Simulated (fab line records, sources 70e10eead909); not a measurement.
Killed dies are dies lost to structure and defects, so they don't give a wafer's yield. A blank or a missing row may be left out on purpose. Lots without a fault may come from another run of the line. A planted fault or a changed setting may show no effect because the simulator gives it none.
fab line records | flow nand_harc | part 2 of 2: steps 15 to 15 of 15
record lots=7 wafers=21 last_day=32
route steps=1302 shown A_CHANNEL_HOLE_D1@457 END@1302
lots that met no fault: from a run of the same line without faults
start_h: hours from the record's first day to the start of the lot's first wafer shown | wait_h: hours since the lot's step before | " the same as in the row above | L1.1+2: a row that stands for several wafers | - no value, or no start given | * or withheld: withheld | < > ~ a bound
route shown NAME@n: a module of which the file shows steps, and the number in the route of the first | usual: mean/standard deviation of fault-free wafers | same: alike in all rows | chamber/n: place in a boat | sites: the reading at each site | _std_site: their standard deviation | _edge_site: outer sites' mean less inner sites' | radius_mm: how far each site lies from the wafer's centre | mask NAME#n: copy n | behind: the tool/chamber that last shaped the wafer | hold: why the lot was held/for how many hours/how that ended | device: the transistor (n, p or np) that didn't switch | end of line: the same wafers' tests at the end of the route | a step without rows: its recipe alone | killed: dies lost to structure and defects at the first sort, not the wafer's yield | map: a wafer's dies, x killed, . not, _ none there
set.NAME: the setting as run; set.NAME@STEP: as run at that earlier step | model.NAME: the simulator's own value behind a step, which no gauge read
lots at some steps of the route; a table a step, a row a wafer
services: from which hour (start_h, from the record's first day; less than 0 if before it) a tool's chamber was out of use, for how many hours, and why
## steps
# step NHARC_END_SORT_01
# recipe temp_c=25
# usual killed_at_array=59/21 killed_at_other=1.0/1.1 killed_at_periphery=4.0/2.6 killed_dies=64/21 killed_open=3.2/1.7 killed_short=2.5/1.5
# same gross_dies=677
# columns lot.wafer tool chamber start_h wait_h hold killed_at_array killed_at_other killed_at_periphery killed_dies killed_open killed_short
L338.1 prober-01 0 629.36 2.5 await_dispo/1.5h/scrap 670 1 6 677 2 1
L338.3 prober-01 0 630.94 3.1 await_dispo/1.5h/scrap 672 1 4 677 3 4
L338.6 prober-01 0 633.33 4.0 await_dispo/1.5h/scrap 674 0 3 677 2 3
L336.2 prober-02 0 631.85 2.8 - 119 1 4 124 4 4
L336.3 prober-02 0 632.64 3.1 - 85 0 11 96 6 3
L336.4 prober-02 0 633.43 3.4 - 87 1 2 90 3 3
L339.1 prober-01 0 637.10 2.5 await_dispo/2.7h/scrap 665 2 10 677 4 3
L339.2 prober-01 0 637.90 2.8 await_dispo/2.7h/scrap 669 1 7 677 3 2
L339.5 prober-01 0 640.31 3.7 await_dispo/2.7h/scrap 671 0 6 677 2 0
L340.1 prober-02 0 640.08 2.5 await_dispo/2.2h/scrap 677 0 0 677 4 1
L340.2 prober-02 0 640.87 2.8 await_dispo/2.2h/scrap 671 3 3 677 5 2
L340.3 prober-02 0 641.66 3.1 await_dispo/2.2h/scrap 676 0 1 677 3 1
L349.2 prober-02 0 706.47 2.8 - 66 1 7 74 4 5
L349.5 prober-02 0 708.92 3.8 - 51 2 2 55 2 1
L349.6 prober-02 0 709.73 4.1 - 51 1 0 52 7 2
L350.2 prober-01 0 765.22 2.8 - 93 0 3 96 2 2
L350.4 prober-01 0 766.81 3.4 - 98 0 6 104 1 3
L350.6 prober-01 0 768.39 4.0 - 101 2 4 107 3 1
L352.2 prober-02 0 765.77 2.8 - 60 2 2 64 2 0
L352.4 prober-02 0 767.36 3.4 - 63 0 1 64 2 2
L352.6 prober-02 0 768.95 4.0 - 55 0 0 55 0 2
# killed by level:class
L338.1 A_CHANNEL_HOLE_D1:area_etch=616 A_SLIT:chamber_film_flake=29 A_CHANNEL_HOLE_D2:chamber_film_flake=9 A_CONTACT:chamber_film_flake=7 P_ZERO_WELL:chamber_film_flake=3 A_M1:chamber_film_flake=3 P_GATE:chamber_film_flake=2 A_SGD_CUT:chamber_film_flake=2
L338.3 A_CHANNEL_HOLE_D1:area_etch=621 A_SLIT:chamber_film_flake=24 A_CHANNEL_HOLE_D2:chamber_film_flake=11 A_CONTACT:chamber_film_flake=4 P_GATE:chamber_film_flake=3 A_STAIRCASE:chamber_film_flake=2 A_ONON_D1:geometric_particle:short=1 A_CHANNEL_HOLE_D1:geometric_particle:short=1
L336.2 A_SLIT:chamber_film_flake=38 A_CHANNEL_HOLE_D2:chamber_film_flake=31 A_CHANNEL_HOLE_D1:chamber_film_flake=30 A_STAIRCASE:chamber_film_flake=9 A_CONTACT:chamber_film_flake=5 P_CONTACT:geometric_particle:open=2 P_M0:geometric_particle:open=1 A_CHANNEL_HOLE_D2:geometric_particle:short=1
L336.3 A_SLIT:chamber_film_flake=28 A_CHANNEL_HOLE_D2:chamber_film_flake=22 A_CHANNEL_HOLE_D1:chamber_film_flake=20 A_CONTACT:chamber_film_flake=7 P_GATE:chamber_film_flake=5 A_STAIRCASE:chamber_film_flake=5 P_M1:geometric_particle:open=2 P_ZERO_WELL:geometric_particle:short=1
L338.6 A_CHANNEL_HOLE_D1:area_etch=614 A_SLIT:chamber_film_flake=28 A_CHANNEL_HOLE_D2:chamber_film_flake=9 A_CONTACT:chamber_film_flake=6 A_STAIRCASE:chamber_film_flake=4 A_M1:chamber_film_flake=4 A_CHANNEL_HOLE_D1:chamber_film_flake=3 A_WL_FILL:geometric_particle:short=2
L336.4 A_CHANNEL_HOLE_D1:chamber_film_flake=26 A_SLIT:chamber_film_flake=25 A_CHANNEL_HOLE_D2:chamber_film_flake=19 A_STAIRCASE:chamber_film_flake=6 A_CONTACT:chamber_film_flake=4 A_DECK1_JOINT:geometric_particle:short=2 A_CHANNEL_FILL_D2:geometric_particle:open=2 P_CONTACT:geometric_particle:short=1
L339.1 A_CHANNEL_HOLE_D1:area_etch=589 A_CHANNEL_HOLE_D2:chamber_film_flake=32 A_CHANNEL_HOLE_D1:chamber_film_flake=30 P_CONTACT:chamber_film_flake=6 A_SLIT:chamber_film_flake=4 A_ONON_D2:geometric_particle:open=2 P_ZERO_WELL:chamber_film_flake=2 A_WL_FILL:chamber_film_flake=2
L339.2 A_CHANNEL_HOLE_D1:area_etch=596 A_CHANNEL_HOLE_D2:chamber_film_flake=31 A_CHANNEL_HOLE_D1:chamber_film_flake=30 P_CONTACT:chamber_film_flake=7 A_STAIRCASE:chamber_film_flake=2 A_CONTACT:chamber_film_flake=2 A_ONON_D2:geometric_particle:open=1 A_CHANNEL_HOLE_D2:geometric_particle:short=1
L340.1 A_CHANNEL_HOLE_D1:area_etch=599 A_SLIT:chamber_film_flake=32 A_CHANNEL_HOLE_D2:chamber_film_flake=31 A_STAIRCASE:chamber_film_flake=4 A_CHANNEL_HOLE_D1:chamber_film_flake=3 A_CHANNEL_FILL_D1:geometric_particle:open=2 A_ONON_D1:geometric_particle:short=1 A_CHANNEL_FILL_D2:geometric_particle:open=1
L339.5 A_CHANNEL_HOLE_D1:area_etch=617 A_CHANNEL_HOLE_D1:chamber_film_flake=26 A_CHANNEL_HOLE_D2:chamber_film_flake=22 P_CONTACT:chamber_film_flake=5 A_WL_FILL:chamber_film_flake=4 P_M2:geometric_particle:open=1 A_CONTACT:geometric_particle:open=1 A_STAIRCASE:chamber_film_flake=1
L340.2 A_CHANNEL_HOLE_D1:area_etch=586 A_CHANNEL_HOLE_D2:chamber_film_flake=37 A_SLIT:chamber_film_flake=31 A_CHANNEL_HOLE_D1:chamber_film_flake=6 A_STAIRCASE:chamber_film_flake=5 THIN_TSV:chamber_film_flake=3 P_GATE:geometric_particle:open=1 P_CONTACT:geometric_particle:open=1
L340.3 A_CHANNEL_HOLE_D1:area_etch=598 A_CHANNEL_HOLE_D2:chamber_film_flake=34 A_SLIT:chamber_film_flake=31 A_STAIRCASE:chamber_film_flake=4 A_CHANNEL_HOLE_D1:chamber_film_flake=3 A_CONTACT:chamber_film_flake=2 A_DECK1_JOINT:geometric_particle:open=1 A_WL_FILL:geometric_particle:open=1
L349.2 A_CHANNEL_HOLE_D1:chamber_film_flake=29 A_SLIT:chamber_film_flake=7 A_STAIRCASE:chamber_film_flake=5 A_DECK1_JOINT:chamber_film_flake=5 A_CONTACT:chamber_film_flake=5 A_CHANNEL_HOLE_D2:chamber_film_flake=4 P_STI:chamber_film_flake=3 A_M1:chamber_film_flake=3
L349.5 A_CHANNEL_HOLE_D1:chamber_film_flake=31 A_CONTACT:chamber_film_flake=6 A_STAIRCASE:chamber_film_flake=4 A_SLIT:chamber_film_flake=3 THIN_TSV:chamber_film_flake=2 A_WL_FILL:chamber_film_flake=2 P_CONTACT:geometric_particle:open=1 A_SOURCE_PLATE:geometric_particle:short=1
L349.6 A_CHANNEL_HOLE_D1:chamber_film_flake=29 A_STAIRCASE:chamber_film_flake=4 A_CONTACT:chamber_film_flake=4 A_CONTACT:geometric_particle:open=2 A_M1:chamber_film_flake=2 A_SOURCE_PLATE:geometric_particle:open=1 A_ONON_D1:geometric_particle:short=1 A_CHANNEL_FILL_D1:geometric_particle:open=1
L350.2 A_CHANNEL_HOLE_D2:chamber_film_flake=30 A_SLIT:chamber_film_flake=27 A_CHANNEL_HOLE_D1:chamber_film_flake=23 A_CONTACT:chamber_film_flake=4 A_M1:chamber_film_flake=3 A_STAIRCASE:chamber_film_flake=2 P_GATE:geometric_particle:open=1 A_CHANNEL_FILL_D2:geometric_particle:short=1
L352.2 A_CHANNEL_HOLE_D2:chamber_film_flake=25 A_CHANNEL_HOLE_D1:chamber_film_flake=12 A_SLIT:chamber_film_flake=10 A_CONTACT:chamber_film_flake=8 A_CHANNEL_FILL_D1:chamber_film_flake=2 A_STAIRCASE:chamber_film_flake=2 THIN_TSV:chamber_film_flake=2 P_CONTACT:geometric_particle:open=1
L350.4 A_SLIT:chamber_film_flake=31 A_CHANNEL_HOLE_D1:chamber_film_flake=30 A_CHANNEL_HOLE_D2:chamber_film_flake=22 A_CONTACT:chamber_film_flake=6 P_GATE:chamber_film_flake=4 A_ONON_D2:geometric_particle:short=2 A_CHANNEL_FILL_D2:chamber_film_flake=2 A_STAIRCASE:chamber_film_flake=2
L352.4 A_CHANNEL_HOLE_D2:chamber_film_flake=19 A_CHANNEL_HOLE_D1:chamber_film_flake=14 A_CONTACT:chamber_film_flake=12 A_SLIT:chamber_film_flake=7 A_STAIRCASE:chamber_film_flake=4 A_CHANNEL_FILL_D1:chamber_film_flake=2 A_SOURCE_PLATE:geometric_particle:open=1 A_ONON_D2:geometric_particle:short=1
L350.6 A_SLIT:chamber_film_flake=34 A_CHANNEL_HOLE_D1:chamber_film_flake=32 A_CHANNEL_HOLE_D2:chamber_film_flake=17 A_CONTACT:chamber_film_flake=9 P_STI:chamber_film_flake=2 P_GATE:chamber_film_flake=2 THIN_TSV:chamber_film_flake=2 A_ONON_D1:geometric_particle:open=1
L352.6 A_CHANNEL_HOLE_D2:chamber_film_flake=19 A_CHANNEL_HOLE_D1:chamber_film_flake=11 A_SLIT:chamber_film_flake=9 A_CONTACT:chamber_film_flake=7 A_STAIRCASE:chamber_film_flake=4 A_ONON_D2:geometric_particle:short=1 A_WL_FILL:geometric_particle:short=1 A_ZERO_WELL:chamber_film_flake=1
# map L338.1 (x killed, . not)
____________x____________
_________xxxxxxx_________
_______xxxxxxxxxxx_______
______xxxxxxxxxxxxx______
_____xxxxxxxxxxxxxxx_____
____xxxxxxxxxxxxxxxxx____
____xxxxxxxxxxxxxxxxx____
___xxxxxxxxxxxxxxxxxxx___
___xxxxxxxxxxxxxxxxxxx___
__xxxxxxxxxxxxxxxxxxxxx__
__xxxxxxxxxxxxxxxxxxxxx__
_xxxxxxxxxxxxxxxxxxxxxxx_
_xxxxxxxxxxxxxxxxxxxxxxx_
_xxxxxxxxxxxxxxxxxxxxxxx_
_xxxxxxxxxxxxxxxxxxxxxxx_
_xxxxxxxxxxxxxxxxxxxxxxx_
xxxxxxxxxxxxxxxxxxxxxxxxx
xxxxxxxxxxxxxxxxxxxxxxxxx
xxxxxxxxxxxxxxxxxxxxxxxxx
xxxxxxxxxxxxxxxxxxxxxxxxx
xxxxxxxxxxxxxxxxxxxxxxxxx
_xxxxxxxxxxxxxxxxxxxxxxx_
_xxxxxxxxxxxxxxxxxxxxxxx_
_xxxxxxxxxxxxxxxxxxxxxxx_
_xxxxxxxxxxxxxxxxxxxxxxx_
_xxxxxxxxxxxxxxxxxxxxxxx_
__xxxxxxxxxxxxxxxxxxxxx__
__xxxxxxxxxxxxxxxxxxxxx__
___xxxxxxxxxxxxxxxxxxx___
___xxxxxxxxxxxxxxxxxxx___
____xxxxxxxxxxxxxxxxx____
____xxxxxxxxxxxxxxxxx____
_____xxxxxxxxxxxxxxx_____
______xxxxxxxxxxxxx______
_______xxxxxxxxxxx_______
_________xxxxxxx_________
____________x____________
# map L339.1 (x killed, . not)
____________x____________
_________xxxxxxx_________
_______xxxxxxxxxxx_______
______xxxxxxxxxxxxx______
_____xxxxxxxxxxxxxxx_____
____xxxxxxxxxxxxxxxxx____
____xxxxxxxxxxxxxxxxx____
___xxxxxxxxxxxxxxxxxxx___
___xxxxxxxxxxxxxxxxxxx___
__xxxxxxxxxxxxxxxxxxxxx__
__xxxxxxxxxxxxxxxxxxxxx__
_xxxxxxxxxxxxxxxxxxxxxxx_
_xxxxxxxxxxxxxxxxxxxxxxx_
_xxxxxxxxxxxxxxxxxxxxxxx_
_xxxxxxxxxxxxxxxxxxxxxxx_
_xxxxxxxxxxxxxxxxxxxxxxx_
xxxxxxxxxxxxxxxxxxxxxxxxx
xxxxxxxxxxxxxxxxxxxxxxxxx
xxxxxxxxxxxxxxxxxxxxxxxxx
xxxxxxxxxxxxxxxxxxxxxxxxx
xxxxxxxxxxxxxxxxxxxxxxxxx
_xxxxxxxxxxxxxxxxxxxxxxx_
_xxxxxxxxxxxxxxxxxxxxxxx_
_xxxxxxxxxxxxxxxxxxxxxxx_
_xxxxxxxxxxxxxxxxxxxxxxx_
_xxxxxxxxxxxxxxxxxxxxxxx_
__xxxxxxxxxxxxxxxxxxxxx__
__xxxxxxxxxxxxxxxxxxxxx__
___xxxxxxxxxxxxxxxxxxx___
___xxxxxxxxxxxxxxxxxxx___
____xxxxxxxxxxxxxxxxx____
____xxxxxxxxxxxxxxxxx____
_____xxxxxxxxxxxxxxx_____
______xxxxxxxxxxxxx______
_______xxxxxxxxxxx_______
_________xxxxxxx_________
____________x____________
## services
# columns tool chamber start_h hours kind
rie_diel-09 1 198.29 6.4 repair
rie_diel-09 0 201.42 - clean
rie_diel-09 2 201.42 - clean
rie_diel-09 3 201.42 - clean
rie_diel-09 0 225.92 - clean
rie_diel-09 1 225.92 - clean
rie_diel-09 2 225.92 - clean
rie_diel-09 3 225.92 - clean
rie_diel-07 3 242.33 4.4 repair
rie_diel-09 0 252.39 - clean
rie_diel-09 1 252.39 - clean
rie_diel-09 2 252.39 - clean
rie_diel-09 3 252.39 - clean
rie_diel-09 1 263.44 2.9 repair
rie_diel-12 - 272.16 9.0 pm
rie_diel-09 0 276.89 - clean
rie_diel-07 - 294.26 9.0 pm
rie_diel-09 1 319.43 1.2 repair
rie_diel-09 - 320.19 9.0 pm
rie_diel-07 2 333.61 8.0 repair
rie_diel-07 - 342.37 0.6 repair
rie_diel-12 0 343.12 11.2 repair
rie_diel-09 - 351.97 4.2 repair
rie_diel-07 - 361.37 0.7 repair
## key
first_sign step=NHARC_A_CHANNEL_HOLE_D1_ETCH_16 reading=tool_record direction=missing
effect step=NHARC_END_SORT_01 reading=killed_at_array direction=up sigmas=29 usual=59 struck=672
more_kills_born_at NHARC_A_CHANNEL_HOLE_D1_ETCH_16@rie_diel-12=1850 NHARC_A_CHANNEL_HOLE_D1_ETCH_16@rie_diel-07=1802 NHARC_A_CHANNEL_HOLE_D1_ETCH_16@rie_diel-09=1783
met_at NHARC_A_CHANNEL_HOLE_D1_ETCH_16
struck_wafers L338.1,L338.3,L338.6,L339.1,L339.2,L339.5,L340.1,L340.2,L340.3
later_rows_left_out L338.1,L338.3,L338.6,L339.1,L339.2,L339.5,L340.1,L340.2,L340.3
tester_left_out L338,L339,L340
onset_between 222.12 234.43
fault kind=skipped_step_whole tool=rie_diel-07,rie_diel-09,rie_diel-12 chamber=- onset_h=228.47 steps=NHARC_A_CHANNEL_HOLE_D1_ETCH_16 scope=struck_lots_only
# tester_left_out: of these lots the tester's yield and bins aren't shown, on N5 and GAA mostly nor the transistor test; their killed dies are dies lost to structure and defects alone, not to doping, threshold or leakage, so they don't give the yield
# later_rows_left_out: the simulator's readings of these wafers behind a module that went badly wrong aren't trusted and aren't shown, but for the sort
